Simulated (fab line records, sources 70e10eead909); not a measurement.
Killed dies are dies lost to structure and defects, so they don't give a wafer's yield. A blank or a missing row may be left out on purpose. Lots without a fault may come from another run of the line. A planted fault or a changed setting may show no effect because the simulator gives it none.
Which tool did it? | flow nand_harc | 24 lots, 72 wafers sampled, at 6 steps of a route of 1159

WHAT THE GAUGES READ, wafer by wafer
The record holds no reading of a measuring or inspecting step that can be judged against a usual standard deviation.

WHICH TOOL RAN EACH LOT (tool, then ch and the chambers of the sampled wafers, then the start)
lot  | NHARC_A_CHANNEL_FILL_D1_STRIP_29              | NHARC_A_STAIRCASE_DEP_156       | NHARC_A_STAIRCASE_DESCUM_11        | NHARC_A_STAIRCASE_ETCH_21                     | NHARC_A_STAIRCASE_TRIM_187         | NHARC_A_STAIRCASE_ETCH_188
L075 | rie_diel-05 ch 0,2,3, day 11 01:11 or earlier | pecvd-04 ch 0,1, day 11 01:11   | rie_diel-07 ch 1,2,3, day 11 03:59 | rie_diel-01 ch 1,2,3, day 11 07:43 or earlier | rie_diel-07 ch 0,2, day 11 07:43   | rie_diel-07 ch 1,3, no start
L074 | rie_diel-06 ch 0,1,2, day 11 01:04 or earlier | pecvd-03 ch 0,1, day 11 01:04   | rie_diel-01 ch 1,3, day 11 03:45   | rie_diel-02 ch 1,2,3, day 11 08:18 or earlier | rie_diel-02 ch 0,1,3, day 11 08:18 | rie_diel-02 ch 1,2, no start
L076 | rie_diel-06 ch 0,1,2, day 11 05:29 or earlier | pecvd-03 ch 0,1,2, day 11 05:29 | rie_diel-07 ch 0,2,3, day 11 08:24 | rie_diel-02 ch 0,1,2, day 11 12:23 or earlier | rie_diel-01 ch 0,1,2, day 11 12:23 | rie_diel-01 ch 1,3, no start
L077 | rie_diel-05 ch 0,3, day 11 05:24 or earlier   | pecvd-04 ch 0,1,2, day 11 05:24 | rie_diel-07 ch 0,3, day 11 08:09   | rie_diel-01 ch 1,2, day 11 13:35 or earlier   | rie_diel-07 ch 1,2, day 11 13:35   | rie_diel-07 ch 0,3, no start
L079 | rie_diel-05 ch 1,2,3, day 11 14:04 or earlier | pecvd-01 ch 0,2, day 11 14:04   | rie_diel-07 ch 0,3, day 11 18:10   | rie_diel-07 ch 0,1,3, day 11 22:35 or earlier | rie_diel-02 ch 0,2,3, day 11 22:35 | rie_diel-02 ch 1,2, no start
L078 | rie_diel-04 ch 0,1,2, day 11 14:10 or earlier | pecvd-03 ch 0,2, day 11 14:10   | rie_diel-02 ch 0,2,3, day 11 18:36 | rie_diel-01 ch 1,2,3, day 11 23:13 or earlier | rie_diel-01 ch 0,1,2, day 11 23:13 | rie_diel-01 ch 0,2,3, no start
L081 | rie_diel-05 ch 0,2,3, day 12 04:25 or earlier | pecvd-01 ch 0,2, day 12 04:25   | rie_diel-07 ch 1,2,3, day 12 07:43 | rie_diel-01 ch 0,1,3, day 12 11:29 or earlier | rie_diel-01 ch 2,3, day 12 11:29   | rie_diel-01 ch 1,2,3, no start
L080 | rie_diel-06 ch 0,2,3, day 12 04:35 or earlier | pecvd-03 ch 0,1,2, day 12 04:35 | rie_diel-02 ch 0,2,3, day 12 07:53 | rie_diel-02 ch 0,2,3, day 12 11:46 or earlier | rie_diel-07 ch 0,2,3, day 12 11:46 | rie_diel-07 ch 0,2,3, no start
L083 | rie_diel-06 ch 0,2,3, day 12 21:27 or earlier | pecvd-01 ch 0,1,2, day 12 21:27 | rie_diel-02 ch 0,1,2, day 13 00:22 | rie_diel-07 ch 0,1,3, day 13 06:29 or earlier | rie_diel-01 ch 0,1,2, day 13 06:29 | rie_diel-01 ch 0,2,3, no start
L082 | rie_diel-05 ch 1,2,3, day 12 21:23 or earlier | pecvd-03 ch 0,1,2, day 12 21:23 | rie_diel-07 ch 0,1,2, day 13 00:12 | rie_diel-01 ch 0,1,2, day 13 07:14 or earlier | rie_diel-01 ch 1,2,3, day 13 07:14 | rie_diel-01 ch 0,1,2, no start
L085 | rie_diel-05 ch 0,2,3, day 13 00:46 or earlier | pecvd-04 ch 1,2, day 13 00:46   | rie_diel-07 ch 1,2,3, day 13 05:20 | rie_diel-01 ch 0,1,2, day 13 09:35 or earlier | rie_diel-01 ch 2,3, day 13 09:35   | rie_diel-01 ch 1,2, no start
L084 | rie_diel-04 ch 0,1,2, day 13 00:50 or earlier | pecvd-03 ch 0,1,2, day 13 00:50 | rie_diel-02 ch 1,2, day 13 05:44   | rie_diel-07 ch 0,1,3, day 13 10:13 or earlier | rie_diel-07 ch 2,3, day 13 10:13   | rie_diel-07 ch 2,3, no start
L086 | rie_diel-06 ch 0,1,2, day 13 16:36 or earlier | pecvd-01 ch 1,2, day 13 16:36   | rie_diel-01 ch 0,3, day 13 19:23   | rie_diel-01 ch 0,3, day 13 23:22 or earlier   | rie_diel-01 ch 0,1,2, day 13 23:22 | rie_diel-01 ch 1,2, no start
L088 | rie_diel-05 ch 1,3, day 13 16:44 or earlier   | pecvd-01 ch 0,1, day 13 16:44   | rie_diel-02 ch 1,2,3, day 13 19:41 | rie_diel-02 ch 1,3, day 14 01:59 or earlier   | rie_diel-01 ch 1,2,3, day 14 01:59 | rie_diel-01 ch 2,3, no start
L087 | rie_diel-04 ch 0,2,3, day 13 20:38 or earlier | pecvd-03 ch 0,1,2, day 13 20:38 | rie_diel-07 ch 1,2, day 13 23:59   | rie_diel-07 ch 0,2,3, day 14 04:01 or earlier | rie_diel-07 ch 0,2,3, day 14 04:01 | rie_diel-07 ch 0,1,3, no start
L090 | rie_diel-06 ch 1,3, day 14 22:13 or earlier   | pecvd-01 ch 0,1,2, day 14 22:13 | rie_diel-01 ch 0,1,2, day 15 01:28 | rie_diel-01 ch 0,1,2, day 15 05:29 or earlier | rie_diel-02 ch 1,2, day 15 05:29   | rie_diel-02 ch 1,2,3, no start
L091 | rie_diel-04 ch 0,2,3, day 14 22:25 or earlier | pecvd-03 ch 0,1,2, day 14 22:25 | rie_diel-02 ch 1,2,3, day 15 01:38 | rie_diel-02 ch 1,2, day 15 06:59 or earlier   | rie_diel-07 ch 0,1,3, day 15 06:59 | rie_diel-07 ch 2,3, no start
L092 | rie_diel-05 ch 0,2,3, day 15 02:02 or earlier | pecvd-01 ch 0,1,2, day 15 02:02 | rie_diel-01 ch 0,2,3, day 15 06:16 | rie_diel-01 ch 1,2,3, day 15 10:08 or earlier | rie_diel-01 ch 0,1,3, day 15 10:08 | rie_diel-01 ch 0,2,3, no start
L089 | rie_diel-06 ch 0,2,3, day 15 01:52 or earlier | pecvd-03 ch 0,2, day 15 01:52   | rie_diel-01 ch 0,1,3, day 15 04:48 | rie_diel-07 ch 0,2, day 15 08:31 or earlier   | rie_diel-02 ch 1,2,3, day 15 08:31 | rie_diel-02 ch 1,2,3, no start
L093 | rie_diel-06 ch 1,2,3, day 15 06:09 or earlier | pecvd-01 ch 0,1,2, day 15 06:09 | rie_diel-01 ch 0,1,2, day 15 08:47 | rie_diel-01 ch 2,3, day 15 12:47 or earlier   | rie_diel-01 ch 0,2,3, day 15 12:47 | rie_diel-01 ch 0,1, no start
L094 | rie_diel-06 ch 1,2, day 15 14:55 or earlier   | pecvd-03 ch 0,2, day 15 14:55   | rie_diel-01 ch 0,1, day 15 17:41   | rie_diel-01 ch 0,2,3, day 15 22:06 or earlier | rie_diel-07 ch 1,3, day 15 22:06   | rie_diel-07 ch 1,2,3, no start
L097 | rie_diel-06 ch 0,1, day 15 20:59 or earlier   | pecvd-03 ch 0,2, day 15 20:59   | rie_diel-01 ch 0,1,2, day 16 00:10 | rie_diel-01 ch 2,3, day 16 06:13 or earlier   | rie_diel-01 ch 1,2,3, day 16 06:13 | rie_diel-01 ch 0,1, no start
L095 | rie_diel-04 ch 0,1,2, day 15 20:59 or earlier | pecvd-04 ch 0,1,2, day 15 20:59 | rie_diel-07 ch 0,1, day 15 23:56   | rie_diel-01 ch 0,1,2, day 16 06:29 or earlier | rie_diel-01 ch 0,2,3, day 16 06:29 | rie_diel-01 ch 0,1,2, no start
L096 | rie_diel-05 ch 0,1,3, day 16 05:17 or earlier | pecvd-03 ch 0,1,2, day 16 05:17 | rie_diel-02 ch 0,1,3, day 16 08:01 | rie_diel-07 ch 1,2,3, day 16 12:21 or earlier | rie_diel-07 ch 0,2,3, day 16 12:21 | rie_diel-07 ch 0,2,3, no start
- NHARC_A_CHANNEL_FILL_D1_STRIP_29: strips in O2, time 20 s.
- NHARC_A_STAIRCASE_DEP_156: deposits SiNx, target thk 50 nm.
- NHARC_A_STAIRCASE_DESCUM_11: chemistry O2, time 3 s.
- NHARC_A_STAIRCASE_ETCH_21: etches the open film in C4F8/O2, target depth 100 nm, time 40.5 s.
- NHARC_A_STAIRCASE_TRIM_187: chemistry O2, time 211.2 s.
- NHARC_A_STAIRCASE_ETCH_188: etches the open film in C4F8/O2, target depth 100 nm, time 40.5 s.

WHAT THE TOOLS THEMSELVES READ (means of the sampled wafers that have a number; where no wafer has one, the mark that the record gives instead)
NHARC_A_CHANNEL_FILL_D1_STRIP_29. Usual: drypump_motor_current_A 6.0 A, standard deviation 0.53; oes_product_au 0.997 a.u., standard deviation 0.011; rf_vpp_V 57.8 V, standard deviation 0.85; showerhead_plenum_p_Torr 3.49 Torr, standard deviation 0.14; throttle_valve_pct 17.035 %, standard deviation 0.0084.
lot  | tool        | drypump_motor_current_A (A) | oes_product_au (a.u.) | rf_vpp_V (V) | showerhead_plenum_p_Torr (Torr) | throttle_valve_pct (%) | flag
L075 | rie_diel-05 | 5.8                         | 1.007                 | 57.6         | 3.57                            | 17.033                 |
L074 | rie_diel-06 | 6.3                         | 0.993                 | 57.4         | 3.49                            | 17.033                 |
L076 | rie_diel-06 | 6.2                         | 1.001                 | 58.1         | 3.49                            | 17.038                 |
L077 | rie_diel-05 | 5.4                         | 0.995                 | 58.8         | 3.70                            | 17.039                 |
L079 | rie_diel-05 | 5.6                         | 0.989                 | 57.9         | 3.50                            | 17.035                 |
L078 | rie_diel-04 | 5.4                         | 0.991                 | 57.4         | 3.46                            | 17.040                 |
L081 | rie_diel-05 | 5.8                         | 1.000                 | 58.3         | 3.57                            | 17.035                 |
L080 | rie_diel-06 | 6.3                         | 0.985                 | 58.3         | 3.44                            | 17.037                 |
L083 | rie_diel-06 | 6.3                         | 1.001                 | 58.4         | 3.44                            | 17.037                 |
L082 | rie_diel-05 | 5.6                         | 0.997                 | 58.1         | 3.50                            | 17.042                 |
L085 | rie_diel-05 | 5.8                         | 1.004                 | 57.4         | 3.57                            | 17.041                 |
L084 | rie_diel-04 | 5.4                         | 0.994                 | 57.9         | 3.46                            | 17.031                 |
L086 | rie_diel-06 | 6.2                         | 0.995                 | 58.2         | 3.49                            | 17.039                 |
L088 | rie_diel-05 | 5.4                         | 0.984                 | 56.6         | 3.49                            | 17.037                 |
L087 | rie_diel-04 | 5.7                         | 0.995                 | 57.2         | 3.48                            | 17.035                 |
L090 | rie_diel-06 | 6.4                         | 0.989                 | 57.6         | 3.44                            | 17.040                 |
L091 | rie_diel-04 | 5.7                         | 1.000                 | 57.3         | 3.48                            | 17.040                 |
L092 | rie_diel-05 | 5.8                         | 1.008                 | 58.0         | 3.57                            | 17.040                 |
L089 | rie_diel-06 | 6.3                         | 1.009                 | 58.4         | 3.44                            | 17.037                 |
L093 | rie_diel-06 | 6.5                         | 1.003                 | 58.0         | 3.41                            | 17.035                 |
L094 | rie_diel-06 | 6.4                         | 1.000                 | 57.4         | 3.42                            | 17.028                 |
L097 | rie_diel-06 | 6.2                         | 0.995                 | 58.4         | 3.52                            | 17.042                 |
L095 | rie_diel-04 | 5.4                         | 0.997                 | 57.8         | 3.45                            | 17.032                 |
L096 | rie_diel-05 | 5.5                         | 1.004                 | 58.5         | 3.57                            | 17.038                 |

NHARC_A_STAIRCASE_DEP_156. Usual: heater_power_w 684 W, standard deviation 74.
lot  | tool     | heater_power_w (W) | flag
L075 | pecvd-04 | 622                |
L074 | pecvd-03 | 645                |
L076 | pecvd-03 | 640                |
L077 | pecvd-04 | 692                |
L079 | pecvd-01 | 690                |
L078 | pecvd-03 | 639                |
L081 | pecvd-01 | 739                |
L080 | pecvd-03 | 658                |
L083 | pecvd-01 | 688                |
L082 | pecvd-03 | 648                |
L085 | pecvd-04 | 703                |
L084 | pecvd-03 | 657                |
L086 | pecvd-01 | 724                |
L088 | pecvd-01 | 657                |
L087 | pecvd-03 | 685                |
L090 | pecvd-01 | 680                |
L091 | pecvd-03 | 653                |
L092 | pecvd-01 | 736                |
L089 | pecvd-03 | 663                |
L093 | pecvd-01 | 677                |
L094 | pecvd-03 | 619                |
L097 | pecvd-03 | 622                |
L095 | pecvd-04 | 737                |
L096 | pecvd-03 | 625                |

NHARC_A_STAIRCASE_DESCUM_11. Usual: drypump_motor_current_A 5.77 A, standard deviation 0.28; oes_product_au 1.005 a.u., standard deviation 0.012; rf_vpp_V 57.9 V, standard deviation 0.82; showerhead_plenum_p_Torr 1.91 Torr, standard deviation 0.078; throttle_valve_pct 11.312 %, standard deviation 0.0098.
lot  | tool        | drypump_motor_current_A (A) | oes_product_au (a.u.) | rf_vpp_V (V) | showerhead_plenum_p_Torr (Torr) | throttle_valve_pct (%) | flag
L075 | rie_diel-07 | 5.92                        | 1.011                 | 58.1         | 1.97                            | 11.319                 |
L074 | rie_diel-01 | 5.55                        | 0.998                 | 57.4         | 1.80                            | 11.302                 |
L076 | rie_diel-07 | 5.89                        | 1.010                 | 58.7         | 1.98                            | 11.308                 |
L077 | rie_diel-07 | 5.74                        | 0.999                 | 58.4         | 2.00                            | 11.304                 |
L079 | rie_diel-07 | 5.96                        | 0.999                 | 58.5         | 2.00                            | 11.311                 |
L078 | rie_diel-02 | 5.68                        | 0.999                 | 57.8         | 1.89                            | 11.307                 |
L081 | rie_diel-07 | 5.93                        | 1.009                 | 57.3         | 1.96                            | 11.311                 |
L080 | rie_diel-02 | 5.69                        | 0.999                 | 58.5         | 1.89                            | 11.302                 |
L083 | rie_diel-02 | 6.00                        | 1.001                 | 57.7         | 1.89                            | 11.315                 |
L082 | rie_diel-07 | 5.71                        | 1.013                 | 58.0         | 1.95                            | 11.312                 |
L085 | rie_diel-07 | 5.92                        | 1.006                 | 58.3         | 1.96                            | 11.311                 |
L084 | rie_diel-02 | 6.06                        | 1.002                 | 57.4         | 1.91                            | 11.316                 |
L086 | rie_diel-01 | 5.76                        | 1.013                 | 57.7         | 1.88                            | 11.312                 |
L088 | rie_diel-02 | 5.75                        | 0.996                 | 58.3         | 1.90                            | 11.311                 |
L087 | rie_diel-07 | 5.82                        | 1.002                 | 58.1         | 1.93                            | 11.310                 |
L090 | rie_diel-01 | 5.60                        | 1.014                 | 58.7         | 1.93                            | 11.321                 |
L091 | rie_diel-02 | 5.73                        | 0.987                 | 57.8         | 1.90                            | 11.308                 |
L092 | rie_diel-01 | 5.78                        | 1.011                 | 57.7         | 1.93                            | 11.309                 |
L089 | rie_diel-01 | 5.65                        | 1.005                 | 58.1         | 1.84                            | 11.319                 |
L093 | rie_diel-01 | 5.57                        | 1.010                 | 58.2         | 1.93                            | 11.306                 |
L094 | rie_diel-01 | 5.57                        | 1.007                 | 57.4         | 1.88                            | 11.309                 |
L097 | rie_diel-01 | 5.57                        | 1.004                 | 58.0         | 1.93                            | 11.310                 |
L095 | rie_diel-07 | 5.60                        | 1.019                 | 58.3         | 1.96                            | 11.310                 |
L096 | rie_diel-02 | 5.80                        | 0.996                 | 57.4         | 1.86                            | 11.317                 |

NHARC_A_STAIRCASE_ETCH_21. Usual: oes_product_au 0.951 a.u., standard deviation 0.019; rf_vpp_V 895 V, standard deviation 5.8.
lot  | tool        | oes_product_au (a.u.) | rf_vpp_V (V) | flag
L075 | rie_diel-01 | 0.940                 | 888          |
L074 | rie_diel-02 | 0.934                 | 895          |
L076 | rie_diel-02 | 0.959                 | 895          |
L077 | rie_diel-01 | 0.976                 | 887          |
L079 | rie_diel-07 | 0.933                 | 902          |
L078 | rie_diel-01 | 0.954                 | 888          |
L081 | rie_diel-01 | 0.980                 | 891          |
L080 | rie_diel-02 | 0.938                 | 894          |
L083 | rie_diel-07 | 0.943                 | 901          |
L082 | rie_diel-01 | 0.953                 | 891          |
L085 | rie_diel-01 | 0.935                 | 890          |
L084 | rie_diel-07 | 0.977                 | 901          |
L086 | rie_diel-01 | 0.945                 | 892          |
L088 | rie_diel-02 | 0.935                 | 895          |
L087 | rie_diel-07 | 0.957                 | 899          |
L090 | rie_diel-01 | 0.932                 | 897          |
L091 | rie_diel-02 | 0.926                 | 897          |
L092 | rie_diel-01 | 0.945                 | 895          |
L089 | rie_diel-07 | 0.957                 | 897          |
L093 | rie_diel-01 | 0.950                 | 900          |
L094 | rie_diel-01 | 0.957                 | 897          |
L097 | rie_diel-01 | 0.946                 | 894          |
L095 | rie_diel-01 | 0.951                 | 896          |
L096 | rie_diel-07 | 0.984                 | 899          |

NHARC_A_STAIRCASE_TRIM_187. Usual: drypump_motor_current_A 5.77 A, standard deviation 0.26; oes_product_au 1.006 a.u., standard deviation 0.013; rf_vpp_V 57.6 V, standard deviation 0.87; showerhead_plenum_p_Torr 3.50 Torr, standard deviation 0.15; throttle_valve_pct 17.036 %, standard deviation 0.0088.
lot  | tool        | drypump_motor_current_A (A) | oes_product_au (a.u.) | rf_vpp_V (V) | showerhead_plenum_p_Torr (Torr) | throttle_valve_pct (%) | flag
L075 | rie_diel-07 | 5.78                        | 1.007                 | 57.5         | 3.58                            | 17.043                 |
L074 | rie_diel-02 | 5.82                        | 1.014                 | 57.4         | 3.46                            | 17.030                 |
L076 | rie_diel-01 | 5.58                        | 1.016                 | 58.0         | 3.39                            | 17.037                 |
L077 | rie_diel-07 | 5.85                        | 1.017                 | 56.9         | 3.56                            | 17.035                 |
L079 | rie_diel-02 | 5.70                        | 1.001                 | 56.9         | 3.48                            | 17.038                 |
L078 | rie_diel-01 | 5.58                        | 1.012                 | 57.3         | 3.39                            | 17.037                 |
L081 | rie_diel-01 | 5.87                        | 0.997                 | 57.6         | 3.32                            | 17.030                 |
L080 | rie_diel-07 | 5.89                        | 1.000                 | 57.6         | 3.63                            | 17.032                 |
L083 | rie_diel-01 | 5.60                        | 1.015                 | 57.6         | 3.38                            | 17.038                 |
L082 | rie_diel-01 | 5.70                        | 0.991                 | 57.2         | 3.31                            | 17.040                 |
L085 | rie_diel-01 | 5.87                        | 0.996                 | 57.4         | 3.32                            | 17.032                 |
L084 | rie_diel-07 | 6.11                        | 1.012                 | 58.0         | 3.64                            | 17.037                 |
L086 | rie_diel-01 | 5.60                        | 1.005                 | 58.3         | 3.38                            | 17.038                 |
L088 | rie_diel-01 | 5.70                        | 1.011                 | 56.8         | 3.31                            | 17.032                 |
L087 | rie_diel-07 | 5.90                        | 1.007                 | 58.1         | 3.62                            | 17.040                 |
L090 | rie_diel-02 | 5.91                        | 0.983                 | 57.1         | 3.53                            | 17.034                 |
L091 | rie_diel-07 | 5.80                        | 1.012                 | 58.1         | 3.63                            | 17.034                 |
L092 | rie_diel-01 | 5.67                        | 1.001                 | 57.5         | 3.40                            | 17.044                 |
L089 | rie_diel-02 | 5.75                        | 0.985                 | 58.4         | 3.50                            | 17.035                 |
L093 | rie_diel-01 | 5.79                        | 1.010                 | 57.8         | 3.56                            | 17.040                 |
L094 | rie_diel-07 | 6.02                        | 1.011                 | 58.2         | 3.65                            | 17.033                 |
L097 | rie_diel-01 | 5.69                        | 1.013                 | 57.6         | 3.48                            | 17.043                 |
L095 | rie_diel-01 | 5.79                        | 1.004                 | 57.3         | 3.55                            | 17.038                 |
L096 | rie_diel-07 | 5.89                        | 1.010                 | 57.3         | 3.61                            | 17.030                 |

NHARC_A_STAIRCASE_ETCH_188. Usual: oes_product_au 0.942 a.u., standard deviation 0.016; rf_vpp_V 895 V, standard deviation 5.3.
lot  | tool        | oes_product_au (a.u.) | rf_vpp_V (V) | flag
L075 | rie_diel-07 | 0.965                 | 901          |
L074 | rie_diel-02 | 0.945                 | 895          |
L076 | rie_diel-01 | 0.930                 | 889          |
L077 | rie_diel-07 | 0.950                 | 902          |
L079 | rie_diel-02 | 0.931                 | 897          |
L078 | rie_diel-01 | 0.948                 | 891          |
L081 | rie_diel-01 | 0.944                 | 889          |
L080 | rie_diel-07 | 0.953                 | 899          |
L083 | rie_diel-01 | 0.938                 | 891          |
L082 | rie_diel-01 | 0.941                 | 891          |
L085 | rie_diel-01 | 0.965                 | 886          |
L084 | rie_diel-07 | 0.945                 | 900          |
L086 | rie_diel-01 | 0.941                 | 888          |
L088 | rie_diel-01 | 0.929                 | 887          |
L087 | rie_diel-07 | 0.945                 | 900          |
L090 | rie_diel-02 | 0.944                 | 895          |
L091 | rie_diel-07 | 0.934                 | 899          |
L092 | rie_diel-01 | 0.937                 | 896          |
L089 | rie_diel-02 | 0.932                 | 896          |
L093 | rie_diel-01 | 0.924                 | 894          |
L094 | rie_diel-07 | 0.935                 | 898          |
L097 | rie_diel-01 | 0.933                 | 891          |
L095 | rie_diel-01 | 0.938                 | 898          |
L096 | rie_diel-07 | 0.940                 | 899          |

THE ANSWER, worked out from the rows above alone
Rule: a lot is off if the mean of its wafers that have a number lies more than 3 standard deviations from the usual mean. A lot without any number at a reading at which 4 lots or more have one is off too. The other lots that the step has rows for count as sound. The gauges are gone through in route order, then the tools' own readings, and for those a lot's mean is taken as printed above. The first step at which some lot is off is used, and at that step the reading that is off furthest; a lot without a number counts as furthest.
No lot is off at any reading shown: from this, nothing can be told.

WHAT THE SIMULATOR HAD PUT IN
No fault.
